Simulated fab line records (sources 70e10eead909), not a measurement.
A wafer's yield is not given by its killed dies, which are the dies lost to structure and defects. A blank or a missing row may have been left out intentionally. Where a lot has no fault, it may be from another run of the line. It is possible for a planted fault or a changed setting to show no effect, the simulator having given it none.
Which tool is to blame? -- flow nand harc -- 13 lots, 39 wafers sampled, at 5 steps of a route of 1302

WHAT EACH GAUGE READ, for each wafer
NHARC_A_M0_INSPECT_11. Usual: raw defect count reads 83 (standard deviation 38).
lot,measured,on,raw defect count,flag
L968,day 23 04:14,defect inspect-02,67 70 59,
L969,day 23 12:59,defect inspect-02,55 41 52,
L970,day 24 03:50,defect inspect-02,145 137 136,
L973,day 24 19:53,defect inspect-01,148 161 136,
L972,day 25 07:24,defect inspect-02,64 62 61,
L974,day 26 06:11,defect inspect-02,122 114 89,
L982,day 28 16:07,defect inspect-01,107 103 99,
L983,day 29 00:52,defect inspect-02,61 68 60,
L985,day 30 11:35,defect inspect-02,116 101 107,
L986,day 30 13:06,defect inspect-02,29 33 31,
L988,day 31 01:38,defect inspect-02,71 84 80,
L989,day 32 04:01,defect inspect-01,22 31 29,
L990,day 32 15:17,defect inspect-01,128 151 138,

NHARC_END_SORT_01. Usual: defect limited yield 91 % (standard deviation 3.1); killed at array 57 (standard deviation 21); killed at other 0.9 (standard deviation 1.2); killed at periphery 4.2 (standard deviation 2.9); killed dies 62 (standard deviation 21); killed open 3.2 (standard deviation 1.8); killed short 2.4 (standard deviation 1.5).
lot,measured,on,defect limited yield (%),killed at array,killed at other,killed at periphery,killed dies,killed open,killed short,flag
L974,day 27 23:24,prober-01,89 88 90,74 81 63,1 0 0,1 1 4,76 82 67,2 1 3,4 1 0,
L982,day 30 10:14,prober-01,88 87 89,70 74 69,0 1 0,9 10 4,79 85 73,1 5 2,0 2 4,
L983,day 30 17:15,prober-01,90 92 93,61 43 45,1 0 0,4 10 1,66 53 46,3 3 2,6 3 5,
L985,day 32 05:07,prober-02,89 88 91,63 67 57,2 6 1,9 6 4,74 79 62,4 6 1,2 2 1,
L986,day 32 05:08,prober-01,95 94 95,28 39 33,1 0 1,3 4 1,32 43 35,1 5 3,2 4 1,
L988,day 33 01:40,prober-01,92 91 94,52 58 40,2 1 0,2 5 2,56 64 42,3 4 3,2 3 4,

EACH LOT AND THE TOOL THAT RAN IT (in order: tool; ch and the chambers of the sampled wafers; start)
lot,NHARC_A_BLC_DEGAS_30,NHARC_A_M0_ETCH_34,NHARC_A_M0_ANNEAL_30
L968,"pvd sputter-01, day 23 01:50","rie diel-13 ch 0,3, day 23 04:23","rtp anneal-02 ch 0, day 23 05:58"
L969,"pvd sputter-01, day 23 10:34","rie diel-04 ch 0,1,2, day 23 13:08","rtp anneal-02 ch 0, day 23 14:45"
L970,"pvd sputter-03, day 24 01:26","rie diel-04 ch 1,2,3, day 24 03:59","rtp anneal-01 ch 0, day 24 05:33"
L973,"pvd sputter-02, day 24 17:37","rie diel-13 ch 1,2,3, day 24 20:02","rtp anneal-02 ch 0, day 24 21:43"
L972,"pvd sputter-02, day 25 05:00","rie diel-02 ch 0,3, day 25 07:32","rtp anneal-01 ch 0, day 25 09:10"
L974,"pvd sputter-02, day 26 03:43","rie diel-04 ch 1,2, day 26 06:20","rtp anneal-02 ch 0, day 26 07:56"
L982,"pvd sputter-02, day 28 13:42","rie diel-04 ch 1,3, day 28 16:17","rtp anneal-02 ch 0, day 28 17:58"
L983,"pvd sputter-01, day 28 22:26","rie diel-04 ch 0,1,2, day 29 01:02","rtp anneal-01 ch 0, day 29 02:40"
L985,"pvd sputter-02, day 30 09:11","rie diel-13 ch 0,2, day 30 11:44","rtp anneal-01 ch 0, day 30 13:20"
L986,"pvd sputter-01, day 30 10:40","rie diel-13 ch 2,3, day 30 13:15","rtp anneal-02 ch 0, day 30 14:49"
L988,"pvd sputter-02, day 30 23:14","rie diel-13 ch 1,2,3, day 31 01:47","rtp anneal-02 ch 0, day 31 03:22"
L989,"pvd sputter-03, day 32 01:35","rie diel-04 ch 0,2, day 32 04:10","rtp anneal-01 ch 0, day 32 06:00"
L990,"pvd sputter-02, day 32 12:54","rie diel-04 ch 0,3, day 32 15:26","rtp anneal-02 ch 0, day 32 17:04"
- NHARC_A_BLC_DEGAS_30: time 60 s.
- NHARC_A_M0_ETCH_34: etches the open film in N2/H2, target depth 40 nm, overetch 12 nm, time 43.94 s.
- NHARC_A_M0_ANNEAL_30: time 90 s.

WHAT THE TOOLS THEMSELVES READ (means of the sampled wafers that have a number; where no wafer has one, the mark that the record gives instead)
NHARC_A_BLC_DEGAS_30. Usual: heater power w reads 467 W (standard deviation 62).
lot,tool,heater power w (W),flag
L968,pvd sputter-01,498,
L969,pvd sputter-01,553,
L970,pvd sputter-03,451,
L973,pvd sputter-02,476,
L972,pvd sputter-02,436,
L974,pvd sputter-02,453,
L982,pvd sputter-02,424,
L983,pvd sputter-01,480,
L985,pvd sputter-02,418,
L986,pvd sputter-01,516,
L988,pvd sputter-02,505,
L989,pvd sputter-03,473,
L990,pvd sputter-02,445,

NHARC_A_M0_ETCH_34. Usual: drypump motor current A 5.5 A, standard deviation 0.52; oes product au 0.993 a.u., standard deviation 0.013; rf fwd power W 395.3 W, standard deviation 2.1; rf vpp V 430.8 V, standard deviation 2.5; showerhead plenum p Torr 2.05 Torr, standard deviation 0.086; throttle valve pct 14.172 %, standard deviation 0.0091.
lot,tool,drypump motor current A (A),oes product au (a.u.),rf fwd power W (W),rf vpp V (V),showerhead plenum p Torr (Torr),throttle valve pct (%),flag
L968,rie diel-13,5.6,0.994,396.8,429.3,2.01,14.177,
L969,rie diel-04,5.9,1.003,397.3,430.7,2.06,14.166,
L970,rie diel-04,5.5,0.998,395.2,430.7,2.04,14.172,
L973,rie diel-13,5.2,0.980,394.6,432.7,2.12,14.175,
L972,rie diel-02,5.7,1.008,395.3,433.7,2.14,14.180,
L974,rie diel-04,5.8,0.998,397.1,430.1,2.02,14.182,
L982,rie diel-04,5.2,0.897,394.2,430.2,2.00,14.172,OFF
L983,rie diel-04,5.9,0.952,396.2,431.1,2.06,14.176,OFF
L985,rie diel-13,5.1,0.982,394.4,432.2,2.08,14.170,
L986,rie diel-13,5.3,0.984,395.9,433.7,2.14,14.177,
L988,rie diel-13,5.3,0.981,394.6,433.4,2.12,14.178,
L989,rie diel-04,6.1,0.995,396.8,431.0,2.09,14.172,
L990,rie diel-04,5.8,0.980,395.8,430.2,2.05,14.171,

NHARC_A_M0_ANNEAL_30. Usual: anneal temp c 225.03 C, standard deviation 0.17; wafer_temp_C_max 226.4, standard deviation 0.36.
lot,tool,anneal temp c (C),wafer_temp_C_max,flag
L968,rtp anneal-02,225.33,226.0,
L969,rtp anneal-02,225.22,226.2,
L970,rtp anneal-01,225.03,227.1,
L973,rtp anneal-02,225.05,226.3,
L972,rtp anneal-01,224.98,226.7,
L974,rtp anneal-02,225.03,226.1,
L982,rtp anneal-02,225.02,226.3,
L983,rtp anneal-01,224.95,226.9,
L985,rtp anneal-01,224.98,226.3,
L986,rtp anneal-02,224.98,226.2,
L988,rtp anneal-02,225.05,226.3,
L989,rtp anneal-01,225.01,226.7,
L990,rtp anneal-02,224.82,226.6,

THE ANSWER, worked out from the rows above alone
Rule: a lot is off if the mean of its wafers that have a number lies more than 3 standard deviations from the usual mean. Also off: a lot with no number at a reading for which 4 or more lots have one. Any other lot the step has rows for is counted as sound. After the gauges, taken in route order, come the tools' own readings; for these a lot's mean is taken, as printed above. At the first step where some lot is off, the reading lying furthest off is the one used; lots without a number count as furthest.
Off: L982, L983 (NHARC_A_M0_ETCH_34, oes product au).
A tool fits if, at that step or a process step before it, it ran every lot that is off, and no sound lot after the first of them. No candidate that was tried fits.

WHAT THE SIMULATOR PUT IN
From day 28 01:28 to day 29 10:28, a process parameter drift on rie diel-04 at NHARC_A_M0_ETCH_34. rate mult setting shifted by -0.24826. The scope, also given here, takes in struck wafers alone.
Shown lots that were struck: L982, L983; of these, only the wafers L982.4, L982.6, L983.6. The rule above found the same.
